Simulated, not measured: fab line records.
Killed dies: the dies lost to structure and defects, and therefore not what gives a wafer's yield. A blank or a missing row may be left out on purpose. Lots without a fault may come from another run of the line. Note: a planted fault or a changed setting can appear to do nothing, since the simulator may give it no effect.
Comparing a struck lot with a sound one -- flow nandHarc -- 40 out of 1159 route steps
Sound: the wafers L412.1, L412.2, L412.4. Struck: wafer L428.1 (left out: L428.2, L428.6 of the same lot, which were not struck); the cause appears at the end.
For every step that has rows: the tool of each side, followed by ch and its chambers, followed by its first start. Under that, the readings that differ: sound wafers -- struck wafers -- difference of the means -- sigmas: that difference in standard deviations of wafers without a fault.
alike: readings with means less than 2 such deviations apart, plus words and numbers identical on both sides. not compared: withheld readings, readings lacking a value on some wafer, bounds such as >300 that could conceal the same value, and numbers that have no deviation in the record and whose values overlap.
The two part at a step that has a row with sigmas, a row that says differs or no value, or rows on one side only. Numbers that don't overlap but have no deviation are shown without sigmas and don't part them. A reading missing from all wafers of one side parts the sides only when that side holds two or more wafers.

NHARC_P_CONTACT_OVL_MEAS_13:
  sound: overlay-02 at day 6 00:17; struck: overlay-02 at day 9 17:05
  alike: overlayXNm, overlayYNm
NHARC_P_CONTACT_INSPECT_14:
  sound: defectInspect-02 at day 6 00:19; struck: defectInspect-01 at day 9 17:07
  alike: rawDefectCount
then, 3 steps without rows for these wafers: NHARC_P_CONTACT_DESCUM_17 (chemistry O2, time 3 s); NHARC_P_CONTACT_ETCH_35 (etches the open film in CF4, target depth 39 nm, time 65 s); NHARC_P_CONTACT_ETCH_36 (etches the open film in N2/H2, target depth 260 nm, time 406.25 s).
NHARC_P_CONTACT_ETCH_18: etches the open film in C4F8/O2/Ar, target depth 481 nm, time 240.5 s.
  sound: rieDiel-08 ch 0,3; struck: rieDiel-08 ch 2
  alike: biasW, oesProductAu, rfVppV
  not compared: rfHoursCounterH
then, 1 step without rows for these wafers: NHARC_P_CONTACT_STRIP_37 (strips in C4F8/O2/Ar).
NHARC_P_CONTACT_ETCH_31: etches the open film in CH3F/O2, target depth 30 nm, time 85.7 s.
  sound: rieDiel-08 ch 0,3; struck: rieDiel-08 ch 0
  alike: biasW, drypumpMotorCurrentA, oesProductAu, rfVppV, showerheadPlenumPTorr, throttleValvePct
  not compared: rfHoursCounterH
NHARC_P_CONTACT_CD_MEAS_19:
  sound: cdSem-01 at day 6 01:24; struck: cdSem-03 at day 9 18:03
  alike: cdNm
then, 2 steps without rows for these wafers: NHARC_P_CONTACT_STRIP_28 (strips in O2); NHARC_P_CONTACT_STRIP_29 (strips in post etch residue remover, time 1200 s).
NHARC_P_CONTACT_DEGAS_38: time 60 s.
  sound: pvdSputter-02 at day 6 02:09; struck: pvdSputter-02 at day 9 18:46
  alike: heaterPowerW
NHARC_P_CONTACT_PRE_CLEAN_39: time 19.5 s.
  sound: pvdSputter-02 at day 6 02:13; struck: pvdSputter-02 at day 9 18:50
then, 3 steps without rows for these wafers: NHARC_P_CONTACT_PVD_32 (deposits Ti, target thk 5 nm, time 17.7 s); NHARC_P_CONTACT_ALD_22 (deposits TiN, target thk 3 nm, pulse time 1 s, ald cycles 150); NHARC_P_CONTACT_CVD_23 (deposits W, target thk 200 nm, time 557 s).
NHARC_P_CONTACT_CMP_24: polishes, t overpolish 30 s, target thk 200 nm.
  sound on cmp-04 ch 0,1,3, day 6 09:14; struck on cmp-04 ch 3, day 10 01:01
  alike: motorCurrentA, overpolishRunS, slurryFilterDpKPa, timeToEndpointS
then, 11 steps without rows for these wafers: NHARC_P_CONTACT_SRD_26; NHARC_P_M0_DEP_00 (deposits SiOC, target thk 150 nm); NHARC_P_M0_DEHYDRATE_01 (time 120 s); NHARC_P_M0_HMDS_02 (time 30 s); NHARC_P_M0_COAT_33 (time 65 s); NHARC_P_M0_COAT_03 (resist thk 90 nm); NHARC_P_M0_SOFTBAKE_04 (time 55 s); NHARC_P_M0_EBR_05; NHARC_P_M0_EXPOSE_06 (exposes mask P M0, target cd 90 nm); NHARC_P_M0_PEB_07 (peb time 65 s); NHARC_P_M0_DEVELOP_08 (develop time 35 s).
NHARC_P_M0_CD_MEAS_09 targets a cd of 90 nm.
  sound on cdSem-01 ch 0, day 6 10:32; struck on cdSem-02 ch 0, day 10 02:28
  alike: cdNm
NHARC_P_M0_OVL_MEAS_10: pitch 180 nm.
  sound: overlay-01 at day 6 10:38; struck: overlay-02 at day 10 02:34
  alike: overlayXNm, overlayYNm
then, 1 step without rows for these wafers: NHARC_P_M0_DESCUM_14 (chemistry O2, time 3 s).
NHARC_P_M0_ETCH_34: etches the open film in N2/H2, target depth 40 nm, overetch 12 nm, time 43.94 s.
  sound on rieDiel-06 ch 0,1,3, day 6 10:49; struck on rieDiel-13 ch 2, day 10 02:44
reading,sound,struck,difference,sigmas
rfHoursCounterH (h),3 2 2,10,+8,
showerheadPlenumPTorr (Torr),2.10 1.91 1.93,2.20,+0.22,+2
throttleValvePct (%),14.157 14.171 14.179,14.147,-0.022,-2
  alike: biasW, drypumpMotorCurrentA, oesProductAu, rfVppV
then, 1 step without rows for these wafers: NHARC_P_M0_ETCH_15 (etches the open film in C4F8/Ar, target depth 150 nm, overetch 15 nm, time 82.5 s).
NHARC_P_M0_CD_MEAS_16:
  sound: cdSem-03 at day 6 11:01; struck: cdSem-03 at day 10 02:57
  alike: cdNm
then, 5 steps without rows for these wafers: NHARC_P_M0_STRIP_18 (strips in N2/H2); NHARC_P_M0_STRIP_19 (strips in post etch residue remover, time 600 s); NHARC_P_M0_DEGAS_28 (time 60 s); NHARC_P_M0_PRE_CLEAN_29 (time 30 s); NHARC_P_M0_PVD_20 (deposits TaN, target thk 5 nm, time 8.06 s).
-- record jumps: 14 days between struck wafers' starts before vs after; left off in module P_M0, resumes in module END, first step shown is number 1159 of the route --
NHARC_END_SORT_01:
  the record has rows for the struck wafers here (prober-01 ch 0, day 24 02:26) and none for the sound ones

WHERE THEY PART
First at NHARC_P_M0_ETCH_34; last, within this record, at NHARC_END_SORT_01.

WHY: what the simulator had put in
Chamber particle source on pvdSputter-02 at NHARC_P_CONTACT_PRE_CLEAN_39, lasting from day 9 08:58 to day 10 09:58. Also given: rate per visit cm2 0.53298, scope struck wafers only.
